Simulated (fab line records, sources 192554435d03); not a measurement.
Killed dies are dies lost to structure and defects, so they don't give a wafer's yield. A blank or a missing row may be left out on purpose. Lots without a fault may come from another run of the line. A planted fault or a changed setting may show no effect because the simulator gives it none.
fab line records | flow n5_finfet
record lots=10 wafers=30 last_day=18
route steps=1938 shown BEOL_M4@1111 BEOL_M11@1575 PAD_METAL@1895 PASSIVATION@1907
lots that met no fault: from a run of the same line without faults
start_h: hours from the record's first day to the start of the lot's first wafer shown | wait_h: hours since the lot's step before | " the same as in the row above | L1.1+2: a row that stands for several wafers | - no value, or no start given | * or withheld: withheld | < > ~ a bound
route shown NAME@n: a module of which the file shows steps, and the number in the route of the first | usual: mean/standard deviation of fault-free wafers | same: alike in all rows | chamber/n: place in a boat | sites: the reading at each site | _std_site: their standard deviation | _edge_site: outer sites' mean less inner sites' | radius_mm: how far each site lies from the wafer's centre | mask NAME#n: copy n | behind: the tool/chamber that last shaped the wafer | hold: why the lot was held/for how many hours/how that ended | device: the transistor (n, p or np) that didn't switch | end of line: the same wafers' tests at the end of the route | a step without rows: its recipe alone | killed: dies lost to structure and defects at the first sort, not the wafer's yield | map: a wafer's dies, x killed, . not, _ none there
set.NAME: the setting as run; set.NAME@STEP: as run at that earlier step | model.NAME: the simulator's own value behind a step, which no gauge read
steps of the route over a sample of lots; a table a step, a row a wafer
services: from which hour (start_h, from the record's first day; less than 0 if before it) a tool's chamber was out of use, for how many hours, and why
## steps
# step N5_BEOL_M4_RC_MEAS_101
# usual DIBL_N=35.8/1.6 DIBL_P=36.0/1.9 IOFF_N=0.151/0.029 IOFF_P=0.21/0.037 ION_N=673/12 ION_P=463/7.3 SS_N=71.5/0.58 SS_P=73.2/0.61 VT_N=251/3.3 VT_P=-250/3.3
# columns lot.wafer tool chamber start_h wait_h DIBL_N[mV/V] DIBL_P[mV/V] IOFF_N[nA/um] IOFF_P[nA/um] ION_N[uA/um] ION_P[uA/um] SS_N[mV/dec] SS_P[mV/dec] VT_N[mV] VT_P[mV]
L419.1 prober-01 0 186.70 0.0 36.8 36.7 0.151 0.20 668 456 72.1 73.5 253 -252
L419.4 " 0 " " 35.3 34.5 0.128 0.17 657 457 71.0 72.6 254 -253
L419.6 " 0 " " 34.1 33.3 0.108 0.15 652 452 71.1 72.0 257 -253
L420.3 prober-01 0 204.62 0.3 37.9 38.3 0.189 0.27 690 472 71.9 74.3 247 -244
L420.5 " 0 " " 35.4 34.5 0.134 0.20 679 465 71.2 73.4 251 -248
L420.6 " 0 " " 36.3 35.2 0.162 0.22 677 466 70.9 73.4 248 -247
L422.3 prober-01 0 206.47 0.3 34.5 34.6 0.125 0.16 674 456 70.6 73.4 254 -256
L422.4 " 0 " " 35.4 34.6 0.136 0.17 672 459 71.2 72.7 253 -255
L422.6 " 0 " " 36.9 37.2 0.161 0.20 676 455 71.5 73.4 252 -249
L421.1 prober-02 0 208.71 0.0 37.3 36.7 0.142 0.21 666 465 71.2 72.9 252 -248
L421.2 " 0 " " 38.8 38.8 0.179 0.25 688 468 72.3 73.8 249 -248
L421.5 " 0 " " 37.0 36.2 0.137 0.20 660 461 71.1 72.8 255 -251
L425.2 prober-01 0 210.31 0.2 34.8 32.8 0.112 0.14 664 453 71.5 72.6 255 -257
L425.3 " 0 " " 35.8 35.3 0.133 0.17 668 461 71.8 73.1 252 -252
L425.6 " 0 " " 34.7 34.9 0.124 0.18 657 453 71.6 72.9 251 -252
L428.1 prober-01 0 241.66 0.0 34.9 36.0 0.134 0.17 662 453 71.1 73.5 255 -252
L428.4 " 0 " " 36.4 37.1 0.156 0.18 678 456 71.5 73.6 251 -258
L428.6 " 0 " " 35.8 38.3 0.156 0.19 677 463 71.2 73.4 250 -252
L429.1 prober-02 0 249.39 0.0 34.1 33.3 0.110 0.15 647 447 71.5 72.4 252 -255
L429.3 " 0 " " 35.6 35.7 0.138 0.17 674 459 71.9 73.0 251 -252
L429.5 " 0 " " 34.4 35.0 0.121 0.17 664 455 70.9 73.3 253 -253
L431.1 prober-02 0 261.04 0.0 38.4 38.4 0.191 0.24 689 473 71.1 73.7 247 -250
L431.3 " 0 " " 37.6 36.6 0.158 0.20 674 455 71.8 73.1 251 -252
L431.4 " 0 " " 35.3 34.5 0.130 0.18 651 448 71.3 73.1 252 -252
L434.2 prober-01 0 277.44 0.2 33.5 33.6 0.129 0.17 672 457 70.5 72.7 254 -252
L434.3 " 0 " " 34.4 34.1 0.130 0.18 676 465 70.6 72.7 253 -252
L434.6 " 0 " " 33.5 32.7 0.115 0.17 656 456 70.9 72.2 255 -252
L440.1 prober-01 0 314.57 0.0 34.7 35.1 0.136 0.19 671 457 70.9 72.2 252 -252
L440.3 " 0 " " 35.3 36.0 0.142 0.21 664 459 71.9 73.1 252 -251
L440.5 " 0 " " 34.8 35.4 0.128 0.20 660 456 71.4 72.6 254 -253
# step N5_BEOL_M11_VIA_ETCH_34
# recipe chemistry=C4F6/O2 target=SiCOH_lowk target_depth_a=1845 mask_material=SOC taper_deg=4 time_s=69.2 ion_energy_ev=250 pressure_mtorr=30 source_w=345 bias_w=185 Ar_flow_sccm=300 C4F6_flow_sccm=10 O2_flow_sccm=10
# usual bias_w=185.0/0.52 chamber_pressure_mTorr=30.002/0.028 drypump_motor_current_A=5.9/0.42 mfc_ar_sccm=300.0/0.93 oes_product_au=0.76/0.079 rf_vpp_V=666/11 showerhead_plenum_p_Torr=2.88/0.1 throttle_valve_pct=20.89/0.21
# columns lot.wafer tool chamber start_h wait_h bias_w chamber_pressure_mTorr drypump_motor_current_A mfc_ar_sccm oes_product_au rf_hours_counter_h rf_vpp_V showerhead_plenum_p_Torr throttle_valve_pct
L419.1 rie_diel-01 1 247.23 0.0 184.7 30.039 6.3 301.3 0.77 171 685 2.96 20.52
L419.4 " 3 " " 183.5 30.032 5.7 301.2 0.70 217 660 2.93 20.86
L419.6 " 3 " " 183.9 30.044 5.8 298.9 0.70 - 660 2.93 20.88
L421.1 rie_diel-01 3 269.62 0.0 185.0 30.033 5.7 299.5 0.69 224 660 2.93 20.88
L421.2 " 1 " " 185.6 29.986 6.3 301.4 0.77 179 685 2.96 20.54
L421.5 " 3 " " 185.1 30.062 5.7 300.4 0.70 - 660 2.93 20.87
L422.3 rie_diel-01 1 270.42 0.0 184.4 30.004 6.3 300.2 0.77 179 686 2.96 20.56
L422.4 " 3 " " 184.9 29.987 5.7 301.3 0.70 225 660 2.93 20.90
L422.6 " 2 " " 185.6 29.982 6.4 299.7 0.71 - 649 2.71 20.77
L420.3 rie_diel-05 3 270.59 0.0 185.6 30.007 5.8 300.1 0.70 215 664 2.95 21.18
L420.5 " 1 " " 185.0 30.026 6.1 300.5 0.68 - 657 2.70 20.66
L420.6 " 2 " " 184.7 29.986 5.6 299.2 0.95 - 682 2.90 20.70
L425.2 rie_diel-06 2 273.22 0.0 185.0 29.990 6.4 299.1 0.69 222 665 2.81 20.86
L425.3 " 3 " " 185.3 30.021 6.3 299.0 0.77 117 659 2.87 20.97
L425.6 " 2 " " 185.9 29.978 6.4 299.8 0.69 - 666 2.82 20.84
L428.1 rie_diel-05 3 308.85 0.0 185.0 30.010 5.8 299.7 0.69 230 663 2.94 21.20
L428.4 " 3 " " 184.0 29.993 5.8 300.0 0.69 - 665 2.94 21.21
L428.6 " 0 " " 183.9 29.999 5.5 299.5 0.72 - 680 2.72 21.19
L429.1 rie_diel-06 2 313.31 0.0 185.2 29.972 6.4 302.2 0.69 233 666 2.81 20.86
L429.3 " 1 " " 185.3 29.995 5.9 299.0 0.69 87 668 2.90 20.97
L429.5 " 3 " " 185.4 29.995 6.3 300.1 0.65 - 660 2.86 20.96
L431.1 rie_diel-06 1 317.99 0.0 185.5 30.022 5.8 299.2 0.80 88 667 2.90 21.00
L431.3 " 0 " " 184.7 29.999 4.9 298.7 0.78 20 669 3.03 21.11
L431.4 " 2 " " 184.2 29.995 6.3 301.1 0.68 - 666 2.81 20.85
L434.2 rie_diel-05 1 341.86 0.0 185.7 30.013 6.1 299.3 0.94 11 668 3.04 20.36
L434.3 " 0 " " 184.4 29.920 5.5 299.9 0.71 192 681 2.71 21.18
L434.6 " 2 " " 183.9 29.974 5.6 300.3 0.90 - 682 2.89 20.76
L440.1 rie_diel-01 1 380.52 0.0 185.3 30.030 6.3 298.5 0.74 218 686 2.94 20.61
L440.3 " 2 " " 184.9 30.052 6.4 299.3 0.69 238 650 2.70 20.84
L440.5 " 0 " " 186.3 30.013 5.5 300.6 0.76 - 658 2.98 21.13
# step N5_PASSIVATION_SPUTTER_20
# recipe material=TaN target_thk_a=500 temp_c=25 chamber_pressure_pa=0.4
# usual throttle_valve_pct=29.7/1.1
# columns lot.wafer tool chamber start_h wait_h throttle_valve_pct
L419.1 pvd_sputter-03 - 280.38 0.0 28.8
L419.4 " - " " 29.3
L419.6 " - " " 30.8
L422.3 pvd_sputter-03 - 306.80 0.0 28.5
L422.4 " - " " 31.2
L422.6 " - " " 29.4
L421.1 pvd_sputter-01 - 310.95 0.0 30.4
L421.2 " - " " 28.2
L421.5 " - " " 30.3
L420.3 pvd_sputter-03 - 314.49 0.0 31.1
L420.5 " - " " 28.5
L420.6 " - " " 29.3
L425.2 pvd_sputter-02 - 319.15 0.0 29.7
L425.3 " - " " 30.4
L425.6 " - " " 32.2
L428.1 pvd_sputter-03 - 345.85 0.0 28.4
L428.4 " - " " 28.9
L428.6 " - " " 30.8
L429.1 pvd_sputter-02 - 346.01 0.0 29.3
L431.1 pvd_sputter-02 - 360.90 0.0 29.1
L431.4 " - " " 30.3
L434.2 pvd_sputter-03 - 381.25 0.0 29.4
L434.3 " - " " 30.9
L434.6 " - " " 29.0
L440.1 pvd_sputter-01 - 419.02 0.0 31.6
L440.3 " - " " 29.9
L440.5 " - " " 30.2
# step N5_PASSIVATION_AL_DEP_21
# recipe material=Al target_thk_a=28000 temp_c=400 time_s=170 power_w=30000 chamber_pressure_pa=0.4 gas=Ar
# usual throttle_valve_pct=29.7/1.1
# columns lot.wafer tool chamber start_h wait_h throttle_valve_pct
L419.1 pvd_sputter-03 - 280.48 0.1 28.9
L419.4 " - " " 29.5
L419.6 " - " " 30.8
L422.3 pvd_sputter-03 - 306.90 0.1 28.4
L422.4 " - " " 30.9
L422.6 " - " " 29.3
L421.1 pvd_sputter-01 - 311.05 0.1 30.6
L421.2 " - " " 28.1
L421.5 " - " " 30.5
L420.3 pvd_sputter-03 - 314.59 0.1 30.9
L420.5 " - " " 28.7
L420.6 " - " " 29.3
L425.2 pvd_sputter-02 - 319.25 0.1 29.8
L425.3 " - " " 30.3
L425.6 " - " " 32.4
L428.1 pvd_sputter-03 - 345.95 0.1 28.7
L428.4 " - " " 28.9
L428.6 " - " " 30.5
L429.1 pvd_sputter-02 - 346.11 0.1 29.1
L431.1 pvd_sputter-02 - 361.00 0.1 29.4
L431.4 " - " " 30.3
L434.2 pvd_sputter-03 - 381.35 0.1 29.2
L434.3 " - " " 31.2
L434.6 " - " " 28.5
L440.1 pvd_sputter-01 - 419.12 0.1 31.7
L440.3 " - " " 30.1
L440.5 " - " " 29.8
# step N5_PASSIVATION_INSPECT_64
# recipe mode=adi inspect_instrument=macro
# usual raw_defect_count=2.0/1.4
# columns lot.wafer tool chamber start_h wait_h raw_defect_count
L419.1 defect_inspect-01 - 281.01 0.0 1
L419.4 " - " " 0
L419.6 " - " " 1
L422.3 defect_inspect-01 - 307.42 0.0 2
L422.4 " - " " 2
L422.6 " - " " 1
L421.1 defect_inspect-02 - 311.70 0.0 3
L421.2 " - " " 2
L421.5 " - " " 0
L420.3 defect_inspect-02 - 315.12 0.0 6
L420.5 " - " " 0
L420.6 " - " " 4
L425.2 defect_inspect-02 - 319.90 0.0 2
L425.3 " - " " 2
L425.6 " - " " 3
L428.1 defect_inspect-02 - 346.47 0.0 1
L428.4 " - " " 0
L428.6 " - " " 2
L429.1 defect_inspect-01 - 346.76 0.0 5
L431.1 defect_inspect-02 - 361.53 0.0 2
L431.4 " - " " 3
L434.2 defect_inspect-02 - 382.00 0.0 3
L434.3 " - " " 0
L434.6 " - " " 1
L440.1 defect_inspect-02 - 419.65 0.0 1
L440.3 " - " " 5
L440.5 " - " " 1
# step N5_PASSIVATION_PROBE_49
# usual defect_limited_yield=90.9/1.4 killed_at_M0_to_M3=37/12 killed_at_M4_up=14/5.3 killed_at_contacts=12/6.2 killed_at_front_end=41/11 killed_at_other=3.7/2.9 killed_dies=107/17 killed_on_rim=14/4.4 killed_open=71/12 killed_short=34/7.9 sort_bin_5_function=5.3/0.95 sort_bin_6_memory=3.4/0.7 sort_bin_8_speed=0.00/0.0099 sort_n_pass=1073/17 sort_yield_pct=90.9/1.5
# same gross_dies=1180 killed_at_back_side=0 sort_bin_4_leakage[%]=0
# columns lot.wafer tool chamber start_h wait_h defect_limited_yield[%] killed_at_M0_to_M3 killed_at_M4_up killed_at_contacts killed_at_front_end killed_at_other killed_dies killed_on_rim killed_open killed_short sort_bin_5_function[%] sort_bin_6_memory[%] sort_bin_8_speed[%] sort_n_pass sort_yield_pct[%]
L421.1 prober-01 - 316.90 0.0 92.7 25 19 7 34 1 86 13 56 29 4.2 2.8 0 1094 92.7
L421.2 prober-01 - 316.95 0.1 91.8 35 11 5 42 4 97 11 61 36 4.6 3.2 0 1083 91.8
L421.5 prober-01 - 317.10 0.2 94.9 25 11 2 21 1 60 6 40 19 3.4 1.6 0 1120 94.9
L428.1 prober-02 - 352.81 0.0 88.5 52 5 25 49 5 136 18 82 49 7.7 3.4 0 1044 88.5
L428.4 prober-02 - 352.96 0.2 90.6 43 17 17 32 2 111 7 73 37 5.6 3.6 0 1069 90.6
L428.6 prober-02 - 353.06 0.3 92.6 29 17 7 29 5 87 13 59 25 4.8 2.3 0 1093 92.6
L429.1 prober-01 - 353.36 0.0 93.1 36 20 1 24 0 81 12 58 23 4.3 2.4 0 1099 93.1
L429.3 prober-01 - 353.46 0.1 25.5 49 787 6 31 6 879 87 85 32 70.7 3.4 0 301 25.5
L429.5 prober-01 - 353.56 0.2 30.3 38 729 4 51 1 823 150 90 24 66.1 3.4 0 357 30.3
L431.1 prober-02 - 366.66 0.0 90.3 57 12 15 29 2 115 13 81 33 6.1 3.4 0 1065 90.3
L431.3 prober-02 - 366.76 0.1 32.5 49 711 8 27 2 797 144 69 33 63.8 3.6 0 383 32.5
L431.4 prober-02 - 366.81 0.2 91.3 61 19 7 16 0 103 8 77 26 4.9 3.6 0 1077 91.3
# killed by level:class
L421.1 FIN_SAQP:geometric_particle:short=7 BEOL_M1:geometric_particle:open=7 BEOL_M4:geometric_particle:open=7 STI_FIN_REVEAL:geometric_particle:open=6 BEOL_M3:geometric_particle:open=6 MOL_CONTACT_COAG:geometric_particle:short=5 GATE_CUT:geometric_particle:short=4 BEOL_M2:geometric_particle:open=4
L421.2 BEOL_M0_SAQP:geometric_particle:open=14 FIN_SAQP:geometric_particle:short=12 FIN_SAQP:geometric_particle:open=9 BEOL_M0_SAQP:geometric_particle:short=7 BEOL_M7:geometric_particle:open=6 DUMMY_GATE:geometric_particle:open=5 BEOL_M0:geometric_particle:open=4 FIN_CUT:geometric_particle:open=3
L421.5 BEOL_M2:geometric_particle:open=10 FIN_SAQP:geometric_particle:open=7 FIN_SAQP:geometric_particle:short=5 BEOL_M4:geometric_particle:open=5 BEOL_M3:geometric_particle:open=4 BEOL_M1:geometric_particle:open=4 BEOL_M0_SAQP:geometric_particle:short=3 BEOL_M1:geometric_particle:short=3
L428.1 MOL_CONTACT_COAG:geometric_particle:open=20 FIN_SAQP:geometric_particle:short=13 BEOL_M0_SAQP:geometric_particle:open=13 BEOL_M0_SAQP:geometric_particle:short=11 BEOL_M3:geometric_particle:open=11 BEOL_M2:geometric_particle:open=10 GATE_CUT:geometric_particle:short=9 FIN_SAQP:geometric_particle:open=6
L428.4 MOL_CONTACT_COAG:geometric_particle:open=14 BEOL_M0_SAQP:geometric_particle:short=13 BEOL_M2:geometric_particle:open=8 BEOL_M3:geometric_particle:open=8 FIN_SAQP:geometric_particle:open=7 BEOL_M0_SAQP:geometric_particle:open=7 BEOL_M4:geometric_particle:open=6 STARTING-WAFER:geometric_particle:short=5
L428.6 BEOL_M0_SAQP:geometric_particle:open=8 FIN_SAQP:geometric_particle:open=6 BEOL_M0_SAQP:geometric_particle:short=6 BEOL_M2:geometric_particle:open=5 DUMMY_GATE:geometric_particle:open=4 MOL_CONTACT_COAG:geometric_particle:open=4 BEOL_M4:geometric_particle:open=4 BEOL_M5:geometric_particle:open=4
L429.1 BEOL_M1:geometric_particle:open=15 BEOL_M4:geometric_particle:open=14 BEOL_M3:geometric_particle:open=8 FIN_SAQP:geometric_particle:open=6 GATE_CUT:geometric_particle:short=6 BEOL_M2:geometric_particle:open=5 BEOL_M4:geometric_particle:short=4 FIN_SAQP:geometric_particle:short=2
L429.3 BEOL_M11:area_etch=761 BEOL_M1:geometric_particle:open=17 BEOL_M4:geometric_particle:open=17 FIN_SAQP:geometric_particle:open=12 BEOL_M2:geometric_particle:open=10 FIN_SAQP:geometric_particle:short=7 BEOL_M0_SAQP:geometric_particle:short=6 MOL_CONTACT_COAG:geometric_particle:open=5
L429.5 BEOL_M11:area_etch=709 FIN_SAQP:geometric_particle:open=28 BEOL_M1:geometric_particle:open=14 BEOL_M4:geometric_particle:open=13 BEOL_M0_SAQP:geometric_particle:short=5 BEOL_M0:geometric_particle:open=5 BEOL_M2:geometric_particle:open=5 STI_FIN_REVEAL:geometric_particle:open=4
L431.1 MOL_CONTACT_COAG:geometric_particle:open=14 BEOL_M0:geometric_particle:open=12 BEOL_M0_SAQP:geometric_particle:short=9 BEOL_M2:geometric_particle:open=7 BEOL_M0_SAQP:geometric_particle:open=7 BEOL_M1:geometric_particle:open=7 FIN_SAQP:geometric_particle:open=5 GATE_CUT:geometric_particle:short=5
L431.3 BEOL_M11:area_etch=695 BEOL_M2:geometric_particle:open=11 BEOL_M4:geometric_particle:open=9 BEOL_M0:geometric_particle:open=7 STI_FIN_REVEAL:geometric_particle:open=6 GATE_CUT:geometric_particle:open=6 BEOL_M0_SAQP:geometric_particle:short=6 MOL_CONTACT_COAG:geometric_particle:open=5
L431.4 BEOL_M1:geometric_particle:open=14 BEOL_M0_SAQP:geometric_particle:open=13 BEOL_M2:geometric_particle:open=10 MOL_CONTACT_COAG:geometric_particle:open=7 BEOL_M0:geometric_particle:open=6 BEOL_M4:geometric_particle:open=6 BEOL_M3:geometric_particle:open=5 BEOL_M6:geometric_particle:open=4
## services
# columns tool chamber start_h hours kind
rie_diel-06 0 226.90 - clean
rie_diel-06 0 226.90 - consumable_replace:focus_ring
rie_diel-06 0 226.90 - consumable_replace:showerhead
rie_diel-06 0 226.90 20.7 scheduled_down
rie_diel-06 0 226.90 20.7 vent_cycle
pvd_sputter-01 - 231.67 2.2 repair
pvd_sputter-01 - 236.50 2.7 repair
rie_diel-01 - 243.61 0.2 repair
rie_diel-06 0 271.64 2.8 repair
rie_diel-05 2 296.80 2.9 repair
rie_diel-06 3 316.56 4.0 repair
rie_diel-06 - 325.45 14.6 pm
rie_diel-01 - 336.07 0.2 repair
pvd_sputter-01 - 339.12 1.2 repair
rie_diel-01 0 347.03 9.4 repair
rie_diel-01 3 356.46 - clean
rie_diel-01 3 356.46 - consumable_replace:focus_ring
rie_diel-01 3 356.46 21.5 scheduled_down
rie_diel-01 3 356.46 21.5 vent_cycle
rie_diel-05 1 366.67 2.3 repair
rie_diel-06 - 412.46 2.8 pm
rie_diel-01 2 417.68 - clean
rie_diel-01 2 417.68 - consumable_replace:focus_ring
rie_diel-01 2 417.68 - consumable_replace:showerhead
## key
first_sign step=N5_PASSIVATION_PROBE_49 reading=killed_at_M4_up direction=up sigmas=99+ usual=14 struck=742
effect step=N5_PASSIVATION_PROBE_49 reading=sort_bin_5_function direction=up sigmas=65 usual=5.3 struck=66.9
more_kills_born_at N5_BEOL_M11_VIA_ETCH_34@rie_diel-06=2165
met_at N5_BEOL_M11_VIA_ETCH_34
struck_lots L429,L431
struck_wafers L429.3,L429.5,L431.3
later_rows_left_out L429.3,L429.5,L431.3
not_acting_at N5_PASSIVATION_SPUTTER_20,N5_PASSIVATION_AL_DEP_21,N5_PASSIVATION_INSPECT_64
onset_between 273.22 313.31
fault kind=process_parameter_drift tool=rie_diel-06 chamber=- onset_h=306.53 steps=N5_BEOL_M11_VIA_ETCH_34 channel=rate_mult offset=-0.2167 shape=step end_h=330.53 scope=struck_wafers_only
# later_rows_left_out: the simulator's readings of these wafers behind a module that went badly wrong aren't trusted and aren't shown, but for the sort
